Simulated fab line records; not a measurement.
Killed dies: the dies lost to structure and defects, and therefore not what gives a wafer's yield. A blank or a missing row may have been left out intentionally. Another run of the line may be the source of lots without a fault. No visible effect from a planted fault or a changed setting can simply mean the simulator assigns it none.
Split-lot experiment || flow n5 finfet || 7 lots, 21 wafers read, on a route of 1938 steps

## ON THE SPLIT
At N5_BEOL_M4_COAT_73 (time 60 s, resist thk 5 nm), the setting spin rpm was moved away from the recipe's 1500 rpm on 5 of the 21 wafers read, by -10.5% to +9.4%. For the rest of the wafers, this setting stayed at what the recipe calls for.

## FROM THE SPLIT TO THE READING: what the file shows between them, 3 steps
- N5_BEOL_M4_COAT_05: resist thk 30 nm
- N5_BEOL_M4_EBR_07
- N5_BEOL_M4_DESCUM_16: chemistry O2, time 7 s

## THE READING
etch.depth nm (the simulator's own value, which no gauge read), in nm, at N5_BEOL_M4_ETCH_74 (etches underlayer in N2/H2, target depth 6.5 nm, time 5.2 s). No usual value for it is given in the file. The 16 wafers here that ran the recipe average 4.996 nm, standard deviation 0.013 nm.

{"wafer": "L081.1", "tool, chamber at the split": "litho track-02, 0", "spin rpm as run, rpm": 1500, "against the recipe": "recipe", "etch.depth nm, nm": 5, "against lot-mates on the recipe": "-"}
{"wafer": "L081.4", "tool, chamber at the split": "litho track-02, 0", "spin rpm as run, rpm": 1500, "against the recipe": "recipe", "etch.depth nm, nm": 5.002, "against lot-mates on the recipe": "-"}
{"wafer": "L081.5", "tool, chamber at the split": "litho track-02, 0", "spin rpm as run, rpm": 1342, "against the recipe": "-10.5%", "etch.depth nm, nm": 5.287, "against lot-mates on the recipe": "+0.286"}
{"wafer": "L083.1", "tool, chamber at the split": "litho track-04, 0", "spin rpm as run, rpm": 1500, "against the recipe": "recipe", "etch.depth nm, nm": 4.984, "against lot-mates on the recipe": "-"}
{"wafer": "L083.4", "tool, chamber at the split": "litho track-04, 0", "spin rpm as run, rpm": 1500, "against the recipe": "recipe", "etch.depth nm, nm": 4.986, "against lot-mates on the recipe": "-"}
{"wafer": "L083.5", "tool, chamber at the split": "litho track-04, 0", "spin rpm as run, rpm": 1500, "against the recipe": "recipe", "etch.depth nm, nm": 4.99, "against lot-mates on the recipe": "-"}
{"wafer": "L084.1", "tool, chamber at the split": "litho track-04, 0", "spin rpm as run, rpm": 1641, "against the recipe": "+9.4%", "etch.depth nm, nm": 4.777, "against lot-mates on the recipe": -0.221}
{"wafer": "L084.3", "tool, chamber at the split": "litho track-04, 0", "spin rpm as run, rpm": 1641, "against the recipe": "+9.4%", "etch.depth nm, nm": 4.78, "against lot-mates on the recipe": -0.218}
{"wafer": "L084.6", "tool, chamber at the split": "litho track-04, 0", "spin rpm as run, rpm": 1500, "against the recipe": "recipe", "etch.depth nm, nm": 4.998, "against lot-mates on the recipe": "-"}
{"wafer": "L085.4", "tool, chamber at the split": "litho track-02, 0", "spin rpm as run, rpm": 1500, "against the recipe": "recipe", "etch.depth nm, nm": 5.001, "against lot-mates on the recipe": "-"}
{"wafer": "L085.5", "tool, chamber at the split": "litho track-02, 0", "spin rpm as run, rpm": 1500, "against the recipe": "recipe", "etch.depth nm, nm": 5.004, "against lot-mates on the recipe": "-"}
{"wafer": "L085.6", "tool, chamber at the split": "litho track-02, 0", "spin rpm as run, rpm": 1500, "against the recipe": "recipe", "etch.depth nm, nm": 5.021, "against lot-mates on the recipe": "-"}
{"wafer": "L086.2", "tool, chamber at the split": "litho track-02, 0", "spin rpm as run, rpm": 1548, "against the recipe": "+3.2%", "etch.depth nm, nm": 4.919, "against lot-mates on the recipe": -0.080}
{"wafer": "L086.4", "tool, chamber at the split": "litho track-02, 0", "spin rpm as run, rpm": 1500, "against the recipe": "recipe", "etch.depth nm, nm": 4.991, "against lot-mates on the recipe": "-"}
{"wafer": "L086.6", "tool, chamber at the split": "litho track-02, 0", "spin rpm as run, rpm": 1500, "against the recipe": "recipe", "etch.depth nm, nm": 5.006, "against lot-mates on the recipe": "-"}
{"wafer": "L088.3", "tool, chamber at the split": "litho track-05, 0", "spin rpm as run, rpm": 1500, "against the recipe": "recipe", "etch.depth nm, nm": 4.998, "against lot-mates on the recipe": "-"}
{"wafer": "L088.4", "tool, chamber at the split": "litho track-05, 0", "spin rpm as run, rpm": 1500, "against the recipe": "recipe", "etch.depth nm, nm": 4.999, "against lot-mates on the recipe": "-"}
{"wafer": "L088.5", "tool, chamber at the split": "litho track-05, 0", "spin rpm as run, rpm": 1500, "against the recipe": "recipe", "etch.depth nm, nm": 5.011, "against lot-mates on the recipe": "-"}
{"wafer": "L095.3", "tool, chamber at the split": "litho track-05, 0", "spin rpm as run, rpm": 1500, "against the recipe": "recipe", "etch.depth nm, nm": 4.972, "against lot-mates on the recipe": "-"}
{"wafer": "L095.4", "tool, chamber at the split": "litho track-05, 0", "spin rpm as run, rpm": 1343, "against the recipe": "-10.5%", "etch.depth nm, nm": 5.25, "against lot-mates on the recipe": "+0.278"}
{"wafer": "L095.6", "tool, chamber at the split": "litho track-05, 0", "spin rpm as run, rpm": 1500, "against the recipe": "recipe", "etch.depth nm, nm": 4.971, "against lot-mates on the recipe": "-"}

FIT RESULTS
A straight line over all 21 wafers: etch.depth nm changes by -0.0247 nm for each +1% of spin rpm; r = -0.99; the points scatter about the line by 0.014 nm.
The same after taking each lot's own level away (the mean of its wafers on the recipe; 21 wafers): -0.0253 nm for each +1%; r = -1.00; scatter 0.0088 nm.
According to that fit, moving spin rpm by its largest amount changes the reading by 0.27 nm.
The lots' own levels span 4.9715 to 5.0087 nm, that is 2.9 times the standard deviation above.
So the lot-to-lot level changes the slope little: the two slopes agree.
Check: for one of the wafers moved furthest among these (-10.5%), held out of the fit, the line's prediction against its lot-mates is +0.262 nm. Against them it came out at +0.286 nm.

## ADDITIONAL SPLITS CARRIED BY THESE WAFERS
Before the reading, these wafers also passed through other splits. Each is held against what the fit with the lots' levels taken away leaves over:
{"other split on the same wafers": "N5_BEOL_M4_ILD_DEP_00 time s", "wafers away from the commonest value": 8, "r with etch.depth nm (lot level and that fit taken away)": -0.03}

## FILE'S OWN FIT
etch.depth nm changes by -0.0258 nm for each +1% of spin rpm, r = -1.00.
